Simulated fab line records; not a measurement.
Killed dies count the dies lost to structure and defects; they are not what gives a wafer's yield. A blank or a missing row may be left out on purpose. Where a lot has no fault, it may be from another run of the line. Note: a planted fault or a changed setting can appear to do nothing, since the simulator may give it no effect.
fab line records	flow n5_finfet	part 1 of 2: steps 1 to 4 of 6
record: lots: 19	wafers: 57	last_day: 17
route steps=1938 shown BEOL_M0_SAQP@653 BEOL_M0@716
lots untouched by any fault: they come from a run of this same line in which no faults occurred
start_h: the number of hours between the record's first day and the start of the first shown wafer of the lot	wait_h: hours since the lot's step before	" unchanged from the row above	L1.1+2: one row covering several wafers at once	- no value, or no start given	* or withheld: withheld	< > ~ a bound
route shown NAME@n: names a module that has steps shown in the file, with the first one's number in the route	usual: mean/standard deviation of fault-free wafers	same: alike in all rows	chamber/n: place in a boat	sites: each site's reading	_std_site: how widely they spread, as a standard deviation	_edge_site: inner sites' mean taken away from outer sites' mean	radius_mm: for every site, how far away it sits from the centre of the wafer	mask NAME#n: copy n	behind: the tool/chamber that last shaped the wafer	hold: what put the lot on hold/how long, in hours/how the hold closed	device: the transistor (n, p or np) that didn't switch	end of line: the route-end tests of the same wafers	a step with no rows: only its recipe	killed: dies lost to structure and defects at the first sort, not the wafer's yield	map: shows each die of a wafer: x if killed, . if not, _ if none is there
set.NAME: the setting the step ran with; set.NAME@STEP: the setting that earlier step ran with	model.NAME: the simulator's own value behind a step, which no gauge read
one table for each step of the route and one row for each wafer, over a sample of lots
services: the hour from which a tool's chamber was out of use, counted from the record's first day as start_h (under 0 if before that day), plus the number of hours and why
== steps ==
step: N5_BEOL_M0_SAQP_ETCH_83
recipe: chemistry: CF4	target: SiARC	target_depth_a: 390	mask_material: CAR-ArF	time_s: 65	ion_energy_ev: 80	pressure_mtorr: 40	source_w: 545	bias_w: 36	Ar_flow_sccm: 100	cf4_flow_sccm: 100	ends: cleared
usual: chamber_pressure_mTorr: 40.00/0.04	drypump_motor_current_A: 5.6/0.54	etch_rf_on_time_s: 65.1/1	oes_product_au: 0.65/0.072	rf_vpp_V: 184.0/1.2	showerhead_plenum_p_Torr: 2.14/0.07	throttle_valve_pct: 15.64/0.25
lot.wafer	tool	chamber	start_h	wait_h	chamber_pressure_mTorr	drypump_motor_current_A	etch_rf_on_time_s	oes_product_au	rf_hours_counter_h	rf_vpp_V	showerhead_plenum_p_Torr	throttle_valve_pct
L074.1	rie_diel-02	0	110.98	0.0	40.02	5.9	64.7	0.82	7	186.5	2.27	15.02
L074.2	"	3	"	"	40.03	5.8	64.6	0.64	153	186.4	2.23	15.65
L074.3	"	2	"	"	39.98	5.2	62.9	0.68	141	184.7	2.14	15.67
L075.1	rie_diel-05	3	114.52	0.0	40.00	5.5	64.1	0.65	142	182.5	2.06	15.69
L075.2	"	2	"	"	40.02	6.3	65.8	0.61	195	184.0	2.04	15.88
L075.4	"	0	"	"	40.06	6.5	65.2	0.59	212	182.5	2.12	15.97
L076.1	rie_diel-05	0	121.99	0.0	40.05	6.5	66.6	0.59	214	183.4	2.12	15.96
L076.2	"	2	"	"	40.02	6.3	65.9	0.60	198	181.7	2.04	15.87
L076.4	"	3	"	"	39.92	5.5	64.5	0.65	145	182.8	2.06	15.70
L077.1	rie_diel-05	1	126.64	0.0	39.93	5.0	67.0	0.62	189	185.3	2.21	15.50
L077.5	"	1	"	"	39.96	5.0	66.8	0.61	-	183.5	2.21	15.47
L077.6	"	0	"	"	39.94	6.5	65.0	0.60	-	184.1	2.12	15.97
L079.1	rie_diel-05	1	144.69	0.0	39.99	5.0	66.3	0.61	194	185.9	2.20	15.50
L079.2	"	2	"	"	40.02	6.3	66.3	0.59	206	181.6	2.04	15.91
L079.3	"	0	"	"	40.13	6.5	65.1	0.59	222	183.6	2.12	15.99
L080.2	rie_diel-05	2	147.63	0.0	39.96	6.3	65.0	0.60	206	184.1	2.04	15.89
L080.5	"	1	"	"	40.00	5.0	66.3	0.62	-	183.5	2.20	15.48
L080.6	"	0	"	"	40.01	6.4	65.0	0.59	-	182.3	2.12	15.97
L081.1	rie_diel-05	0	153.20	0.0	39.96	6.4	65.6	0.59	224	182.9	2.12	16.01
L081.2	"	2	"	"	39.95	6.3	66.2	0.59	208	184.1	2.04	15.92
L081.6	"	2	"	"	40.00	6.3	66.4	0.59	-	181.4	2.04	15.90
L082.2	rie_diel-05	3	161.46	0.0	40.10	5.5	63.7	0.65	159	182.8	2.06	15.74
L082.5	"	3	"	"	40.00	5.5	63.6	0.65	-	183.1	2.06	15.72
L082.6	"	0	"	"	39.99	6.5	64.8	0.59	-	184.2	2.12	15.99
L083.1	rie_diel-02	0	164.92	0.0	39.96	5.9	64.7	0.79	24	185.5	2.27	15.06
L083.3	"	3	"	"	40.03	5.8	65.2	0.63	169	186.3	2.23	15.69
L083.5	"	1	"	"	39.98	5.4	64.9	0.75	-	184.1	2.18	15.27
L084.1	rie_diel-03	0	169.58	0.0	40.04	5.6	64.0	0.70	93	183.5	2.15	15.46
L084.3	"	3	"	"	39.99	5.4	64.8	0.60	192	184.5	2.13	15.65
L084.6	"	1	"	"	40.06	5.4	64.1	0.70	-	184.1	2.16	15.48
L085.3	rie_diel-03	2	183.64	0.0	40.01	4.8	63.2	0.83	8	186.0	2.19	15.44
L085.4	"	1	"	"	39.99	5.4	64.3	0.69	107	185.4	2.16	15.45
L085.5	"	2	"	"	40.01	4.8	63.4	0.82	-	184.3	2.19	15.46
L087.3	rie_diel-05	2	186.86	0.0	40.05	6.4	65.0	0.59	218	181.2	2.03	15.94
L087.5	"	2	"	"	40.02	6.4	65.4	0.59	-	184.5	2.03	15.93
L087.6	"	3	"	"	40.04	5.5	64.1	0.64	-	180.8	2.05	15.73
L086.2	rie_diel-03	0	187.02	0.0	40.00	5.5	64.8	0.69	99	184.4	2.15	15.47
L086.5	"	2	"	"	39.93	4.8	63.6	0.82	-	184.7	2.19	15.43
L086.6	"	3	"	"	39.95	5.3	65.1	0.60	-	183.8	2.13	15.67
L088.1	rie_diel-02	0	192.49	0.0	39.96	5.9	65.3	0.77	33	184.9	2.26	15.10
L088.3	"	3	"	"	40.00	5.8	65.7	0.63	177	185.4	2.22	15.69
L088.4	"	1	"	"	39.99	5.4	64.7	0.73	39	184.8	2.17	15.29
L089.1	rie_diel-05	3	201.20	0.0	40.05	5.5	64.4	0.64	170	182.6	2.05	15.74
L089.3	"	0	"	"	40.03	6.4	65.4	0.58	238	182.8	2.12	16.02
L089.6	"	0	"	"	40.01	6.4	65.9	0.58	-	185.0	2.12	16.03
L093.1	rie_diel-05	2	223.33	0.0	40.02	6.4	65.5	0.58	230	183.7	2.03	15.93
L093.2	"	3	"	"	40.05	5.5	64.2	0.64	177	182.4	2.05	15.75
L093.4	"	1	"	"	39.99	5.0	67.2	0.60	220	185.4	2.19	15.53
L094.2	rie_diel-02	0	226.86	0.0	40.03	5.9	65.7	0.76	44	186.2	2.26	15.11
L094.4	"	1	"	"	40.04	5.4	65.0	0.72	49	185.3	2.17	15.30
L094.6	"	1	"	"	40.03	5.4	64.7	0.73	-	182.8	2.17	15.32
L096.2	rie_diel-05	1	241.47	0.0	39.98	5.0	66.5	0.59	226	183.4	2.19	15.55
L096.4	"	3	"	"	40.05	5.5	64.4	0.63	-	182.3	2.05	15.76
L096.6	"	1	"	"	40.04	5.0	66.6	0.60	-	185.3	2.19	15.56
L097.3	rie_diel-03	2	244.49	0.0	40.04	4.8	63.3	0.79	25	183.8	2.19	15.48
L097.4	"	3	"	"	39.99	5.3	65.4	0.59	214	183.2	2.12	15.70
L097.5	"	3	"	"	40.01	5.3	64.9	0.60	-	183.3	2.12	15.69
step: N5_BEOL_M0_SAQP_MANDREL2_REMOVE_110
recipe: chemistry: HBr/Cl2/O2	bt_time_s: 10	target: a-Si	stop_on: SiCN	endpoint: OES-SiCl	over_etch_frac: 1	icp_w: 600	bias_w: 30	HBr_flow_sccm: 150	Cl2_flow_sccm: 80	O2_flow_sccm: 5	pressure_mtorr: 10
usual: chamber_pressure_mTorr: 10.001/0.0086	drypump_motor_current_A: 5.7/0.38	oes_product_au: 1.001/0.015	throttle_valve_pct: 36.7/0.3
same: bt_time_s: 10
lot.wafer	tool	chamber	start_h	wait_h	chamber_pressure_mTorr	drypump_motor_current_A	oes_product_au	rf_hours_counter_h	throttle_valve_pct
L074.1	rie_si-05	3	114.16	0.1	10.009	6.8	0.999	13	36.8
L074.2	"	0	"	"	10.007	5.8	0.997	123	37.0
L074.3	"	2	"	"	10.001	5.5	0.981	20	36.7
L075.1	rie_si-05	1	118.44	0.1	10.003	5.9	0.995	27	36.1
L075.2	"	3	"	"	9.996	6.8	0.990	13	36.8
L075.4	"	0	"	"	10.001	5.8	0.993	123	37.0
L076.1	rie_si-01	3	125.34	0.1	9.995	5.8	0.993	176	36.7
L076.2	"	0	"	"	9.995	5.3	1.016	155	36.5
L076.4	"	2	"	"	9.994	6.2	1.031	-	36.7
L077.1	rie_si-03	2	129.91	0.1	10.014	5.4	1.023	44	36.3
L077.5	"	3	"	"	9.997	5.4	0.997	-	36.8
L077.6	"	2	"	"	10.000	5.4	1.016	-	36.3
L079.1	rie_si-03	3	147.93	0.1	10.001	5.4	1.010	135	36.8
L079.2	"	2	"	"	9.997	5.3	1.017	45	36.3
L079.3	"	1	"	"	10.000	5.6	1.008	170	36.6
L080.2	rie_si-05	3	151.06	0.1	10.002	6.7	1.008	14	36.8
L080.5	"	2	"	"	9.997	5.5	0.994	-	36.6
L080.6	"	3	"	"	10.002	6.7	0.998	-	36.8
L081.1	rie_si-03	3	156.85	0.1	9.990	5.4	0.992	135	36.8
L081.2	"	1	"	"	10.011	5.6	0.999	170	36.6
L081.6	"	3	"	"	10.004	5.4	1.005	-	36.8
L082.2	rie_si-01	1	165.26	0.1	9.992	5.6	0.967	95	37.0
L082.5	"	3	"	"	9.999	5.8	0.985	-	36.7
L082.6	"	2	"	"	9.990	6.2	1.021	-	36.7
L083.1	rie_si-03	2	169.06	0.1	10.001	5.3	1.028	45	36.3
L083.3	"	1	"	"	9.995	5.6	0.998	171	36.6
L083.5	"	0	"	"	10.005	5.6	1.005	-	37.2
L084.1	rie_si-03	0	173.01	0.1	10.001	5.6	1.007	89	37.2
L084.3	"	1	"	"	9.994	5.6	0.999	171	36.6
L084.6	"	3	"	"	10.001	5.4	0.998	-	36.8
L085.3	rie_si-01	1	187.43	0.1	10.001	5.6	0.970	95	37.0
L085.4	"	0	"	"	9.987	5.3	1.017	157	36.5
L085.5	"	3	"	"	10.006	5.8	0.996	-	36.6
L087.3	rie_si-05	3	190.81	0.1	10.007	6.7	1.004	14	36.8
L087.5	"	0	"	"	10.005	5.8	0.988	-	37.0
L087.6	"	1	"	"	9.985	5.8	1.000	-	36.1
L086.2	rie_si-01	0	191.35	0.1	10.013	5.3	1.008	157	36.5
L086.5	"	1	"	"	9.994	5.7	0.977	-	37.0
L086.6	"	0	"	"	9.998	5.3	1.002	-	36.5
L088.1	rie_si-05	2	196.23	0.1	9.999	5.5	0.988	21	36.7
L088.3	"	3	"	"	10.003	6.8	0.999	15	36.8
L088.4	"	0	"	"	9.995	5.8	0.999	124	37.0
L089.1	rie_si-03	1	204.69	0.1	10.007	5.6	1.011	171	36.6
L089.3	"	0	"	"	9.996	5.6	1.012	90	37.2
L089.6	"	0	"	"	9.997	5.6	1.014	-	37.2
L093.1	rie_si-03	2	226.82	0.1	9.992	5.3	1.021	46	36.3
L093.2	"	3	"	"	10.006	5.4	1.011	136	36.8
L093.4	"	0	"	"	9.998	5.6	1.022	90	37.2
L094.2	rie_si-01	0	230.20	0.1	10.011	5.3	1.000	157	36.5
L094.4	"	3	"	"	9.999	5.7	0.991	178	36.7
L094.6	"	2	"	"	10.007	6.2	1.026	-	36.7
L096.2	rie_si-03	1	244.68	0.1	10.013	5.6	0.995	172	36.6
L096.4	"	2	"	"	10.005	5.3	1.016	46	36.3
L096.6	"	1	"	"	9.993	5.6	0.993	-	36.6
L097.3	rie_si-03	3	247.72	0.1	9.996	5.4	1.003	137	36.8
L097.4	"	0	"	"	10.003	5.6	1.016	90	37.2
L097.5	"	2	"	"	9.998	5.3	1.019	-	36.3
step: N5_BEOL_M0_SAQP_ETCH_88
recipe: chemistry: N2/H2	target: underlayer	target_depth_a: 65	time_s: 5.2	ion_energy_ev: 200	mask_material: CAR-EUV	pressure_mtorr: 30	source_w: 840	bias_w: 150	n2_flow_sccm: 200	h2_flow_sccm: 200	ends: cleared
usual: chamber_pressure_mTorr: 30.00/0.043	drypump_motor_current_A: 5.6/0.42	etch_rf_on_time_s: 5.20/0.064	oes_product_au: 0.67/0.069	rf_vpp_V: 524.5/2.6	showerhead_plenum_p_Torr: 2.56/0.079	throttle_valve_pct: 17.78/0.28
lot.wafer	tool	chamber	start_h	wait_h	chamber_pressure_mTorr	drypump_motor_current_A	etch_rf_on_time_s	oes_product_au	rf_hours_counter_h	rf_vpp_V	showerhead_plenum_p_Torr	throttle_valve_pct
L074.1	rie_diel-02	0	114.86	0.0	29.98	5.9	5.18	0.82	8	527.2	2.70	17.17
L074.2	"	3	"	"	30.00	5.8	5.18	0.64	155	530.3	2.64	17.69
L074.3	"	2	"	"	30.00	5.2	5.12	0.67	143	525.0	2.55	18.01
L075.1	rie_diel-02	2	119.14	0.0	30.00	5.2	5.11	0.67	144	524.7	2.55	18.02
L075.2	"	3	"	"	29.97	5.7	5.22	0.64	156	525.1	2.64	17.74
L075.4	"	0	"	"	30.03	5.9	5.15	0.83	10	529.1	2.70	17.17
L076.1	rie_diel-05	0	126.04	0.0	30.00	6.4	5.27	0.59	215	524.4	2.51	18.14
L076.2	"	1	"	"	30.06	5.0	5.31	0.62	189	526.5	2.63	17.76
L076.4	"	3	"	"	30.03	5.5	5.12	0.65	147	519.2	2.45	17.97
L077.1	rie_diel-02	3	131.01	0.0	29.96	5.8	5.21	0.63	160	526.3	2.64	17.69
L077.5	"	1	"	"	29.99	5.4	5.22	0.77	-	526.3	2.59	17.56
L077.6	"	0	"	"	30.06	5.9	5.20	0.80	-	527.2	2.70	17.18
L079.1	rie_diel-05	0	148.52	0.0	29.97	6.5	5.24	0.59	222	523.3	2.51	18.17
L079.2	"	3	"	"	30.06	5.5	5.14	0.64	155	521.5	2.44	17.98
L079.3	"	2	"	"	29.88	6.3	5.23	0.60	207	519.6	2.42	18.14
L080.2	rie_diel-03	3	151.65	0.0	29.96	5.3	5.22	0.61	185	523.7	2.52	17.80
L080.5	"	0	"	"	30.01	5.5	5.22	0.71	-	524.7	2.57	17.79
L080.6	"	3	"	"	29.99	5.3	5.24	0.61	-	523.3	2.52	17.81
L081.1	rie_diel-03	0	157.43	0.0	30.05	5.5	5.23	0.69	90	523.7	2.57	17.79
L081.2	"	1	"	"	29.99	5.4	5.13	0.70	99	526.9	2.56	17.61
L081.6	"	1	"	"	30.05	5.4	5.15	0.69	-	523.4	2.56	17.62
L082.2	rie_diel-03	3	165.85	0.0	29.98	5.4	5.24	0.60	191	522.9	2.52	17.82
L082.5	"	2	"	"	30.04	4.9	5.11	0.85	-	526.4	2.61	17.68
L082.6	"	3	"	"	30.05	5.4	5.23	0.61	-	523.3	2.52	17.81
L083.1	rie_diel-05	2	169.64	0.0	30.01	6.4	5.25	0.59	214	518.6	2.41	18.19
L083.3	"	0	"	"	29.98	6.5	5.30	0.58	230	524.6	2.51	18.16
L083.5	"	0	"	"	29.97	6.4	5.32	0.57	-	522.3	2.51	18.19
L084.1	rie_diel-03	3	173.71	0.0	30.06	5.3	5.27	0.60	193	522.9	2.52	17.83
L084.3	"	1	"	"	30.01	5.4	5.17	0.69	104	523.4	2.56	17.63
L084.6	"	1	"	"	29.95	5.4	5.12	0.70	-	522.5	2.56	17.59
L085.3	rie_diel-02	2	188.00	0.0	30.00	5.2	5.19	0.66	164	521.0	2.54	18.05
L085.4	"	0	"	"	30.00	5.9	5.19	0.77	32	528.3	2.69	17.20
L085.5	"	3	"	"	30.07	5.8	5.24	0.63	-	526.1	2.63	17.74
L087.3	rie_diel-03	0	191.53	0.0	30.00	5.6	5.21	0.69	100	524.2	2.57	17.80
L087.5	"	3	"	"	29.93	5.3	5.24	0.60	-	524.6	2.52	17.82
L087.6	"	0	"	"	29.97	5.5	5.17	0.68	-	525.7	2.57	17.81
L086.2	rie_diel-02	1	191.95	0.0	29.93	5.4	5.20	0.73	39	527.1	2.59	17.57
L086.5	"	0	"	"	29.95	5.9	5.25	0.77	-	528.2	2.69	17.21
L086.6	"	1	"	"	30.02	5.4	5.23	0.73	-	524.7	2.59	17.61
L088.1	rie_diel-02	2	196.81	0.0	30.02	5.2	5.13	0.65	167	523.0	2.54	18.02
L088.3	"	0	"	"	30.04	5.9	5.23	0.77	35	528.7	2.69	17.21
L088.4	"	1	"	"	29.97	5.4	5.16	0.74	40	525.7	2.58	17.61
L089.1	rie_diel-05	3	205.39	0.0	30.00	5.5	5.19	0.63	171	522.9	2.44	17.99
L089.3	"	0	"	"	29.99	6.4	5.23	0.57	239	521.0	2.50	18.20
L089.6	"	1	"	"	29.95	5.0	5.30	0.60	-	525.3	2.62	17.81
L093.1	rie_diel-02	0	227.52	0.0	30.05	5.9	5.18	0.76	44	528.5	2.69	17.21
L093.2	"	2	"	"	29.95	5.2	5.14	0.64	176	523.4	2.53	18.07
L093.4	"	1	"	"	29.97	5.4	5.15	0.72	49	525.9	2.58	17.59
L094.2	rie_diel-02	1	230.96	0.0	29.98	5.4	5.15	0.72	51	523.3	2.58	17.61
L094.4	"	3	"	"	29.96	5.7	5.11	0.63	189	526.5	2.62	17.78
L094.6	"	2	"	"	30.07	5.2	5.09	0.65	-	524.9	2.53	18.05
L096.2	rie_diel-03	0	245.25	0.0	29.89	5.5	5.12	0.68	115	525.4	2.56	17.84
L096.4	"	2	"	"	29.94	4.8	5.08	0.78	26	524.0	2.60	17.71
L096.6	"	0	"	"	29.95	5.5	5.22	0.66	-	521.9	2.56	17.85
L097.3	rie_diel-05	1	248.60	0.0	29.97	5.1	5.25	0.60	229	525.0	2.61	17.81
L097.4	"	1	"	"	30.07	5.0	5.26	0.60	-	526.6	2.61	17.85
L097.5	"	3	"	"	30.02	5.5	5.08	0.63	-	518.3	2.43	18.03
step: N5_BEOL_M0_HM_OPEN_105
recipe: chemistry: Cl2/BCl3	target_depth_a: 120	target: TiN	ion_energy_ev: 150	pressure_mtorr: 10	icp_w: 1000	bias_w: 126	Cl2_flow_sccm: 53.25	bcl3_flow_sccm: 21.75	Ar_flow_sccm: 25
usual: chamber_pressure_mTorr: 9.999/0.0097	drypump_motor_current_A: 5.47/0.16	oes_product_au: 0.77/0.11	throttle_valve_pct: 22.00/0.14
lot.wafer	tool	chamber	start_h	wait_h	chamber_pressure_mTorr	drypump_motor_current_A	oes_product_au	rf_hours_counter_h	throttle_valve_pct
L074.1	rie_metal-01	0	116.97	0.1	10.007	5.41	0.86	18	22.04
L074.2	"	1	"	"	9.996	5.40	0.72	69	21.95
L074.3	"	0	"	"	10.001	5.41	0.87	-	22.02
L075.1	rie_metal-03	1	120.73	0.1	9.982	5.44	0.59	136	21.97
L075.2	"	0	"	"	9.982	5.39	0.73	59	22.16
L075.4	"	0	"	"	10.006	5.38	0.73	-	22.16
L076.1	rie_metal-03	1	130.09	2.5	9.997	5.40	0.60	137	21.99
L076.2	"	0	"	"	10.004	5.39	0.73	59	22.15
L076.4	"	1	"	"	9.999	5.41	0.59	-	21.99
L077.1	rie_metal-03	1	134.70	1.7	9.991	5.43	0.59	137	21.97
L077.5	"	0	"	"	9.975	5.39	0.73	-	22.16
L077.6	"	1	"	"	9.992	5.44	0.60	-	21.98
L079.1	rie_metal-01	0	151.54	1.4	9.998	5.42	0.85	22	22.04
L079.2	"	1	"	"	10.004	5.41	0.70	73	21.96
L079.3	"	0	"	"	10.018	5.41	0.85	-	22.04
L080.2	rie_metal-02	1	153.50	0.1	9.987	5.78	0.84	26	22.10
L080.5	"	1	"	"	10.001	5.79	0.84	-	22.12
L080.6	"	0	"	"	9.991	5.30	0.61	-	21.83
L081.1	rie_metal-01	1	159.99	1.1	9.984	5.41	0.71	75	22.01
L081.2	"	0	"	"	10.005	5.43	0.83	24	22.05
L081.6	"	1	"	"	10.003	5.41	0.71	-	21.96
L082.2	rie_metal-01	1	170.35	2.7	9.993	5.42	0.71	75	21.95
L082.5	"	1	"	"	9.986	5.40	0.71	-	21.97
L082.6	"	0	"	"	9.993	5.41	0.85	-	22.03
L083.1	rie_metal-01	0	171.62	0.4	9.997	5.40	0.86	24	22.04
L083.3	"	0	"	"	9.988	5.37	0.84	-	22.04
L083.5	"	1	"	"	9.992	5.41	0.71	-	21.97
L084.1	rie_metal-02	1	176.51	0.3	9.991	5.77	0.83	29	22.13
L084.3	"	0	"	"	9.986	5.30	0.61	-	21.85
L084.6	"	1	"	"	9.995	5.83	0.83	-	22.12
L085.3	rie_metal-02	1	190.85	1.0	10.010	5.80	0.82	-	22.13
L085.4	"	0	"	"	10.002	5.29	0.61	-	21.84
L085.5	"	1	"	"	9.993	5.79	0.82	-	22.13
L086.2	rie_metal-01	1	193.87	0.2	10.013	5.42	0.70	78	21.98
L086.5	"	0	"	"	10.005	5.43	0.83	-	22.07
L086.6	"	1	"	"	9.997	5.41	0.70	-	21.98
L087.3	rie_metal-02	1	194.00	0.6	9.991	5.80	0.83	-	22.13
L087.5	"	1	"	"	9.981	5.80	0.83	-	22.10
L087.6	"	1	"	"	10.002	5.79	0.83	-	22.12
L088.1	rie_metal-01	0	199.40	1.0	10.006	5.41	0.84	27	22.05
L088.3	"	0	"	"	10.002	5.40	0.83	-	22.06
L088.4	"	1	"	"	9.990	5.42	0.71	-	21.98
L089.1	rie_metal-01	1	206.93	0.1	10.002	5.42	0.70	79	22.00
L089.3	"	0	"	"	10.016	5.42	0.82	-	22.04
L089.6	"	1	"	"	10.009	5.43	0.69	-	21.99
L093.1	rie_metal-02	0	229.05	0.1	10.013	5.30	1.00	1	21.60
L093.2	"	1	"	"	9.999	5.76	0.81	34	22.15
L093.4	"	0	"	"	9.998	5.30	1.00	-	21.61
L094.2	rie_metal-01	1	235.52	2.8	10.012	5.41	0.69	81	22.01
L094.4	"	0	"	"	10.002	5.44	0.82	-	22.06
L094.6	"	0	"	"	10.004	5.41	0.83	-	22.07
L096.2	rie_metal-01	1	247.21	0.5	10.002	5.42	0.69	83	22.00
L096.4	"	1	"	"	10.000	5.41	0.69	-	21.99
L096.6	"	1	"	"	9.997	5.39	0.69	-	21.98
L097.3	rie_metal-01	1	251.02	0.7	10.003	5.40	0.68	-	22.00
L097.4	"	0	"	"	9.999	5.44	0.82	-	22.07
L097.5	"	0	"	"	9.994	5.45	0.81	-	22.08
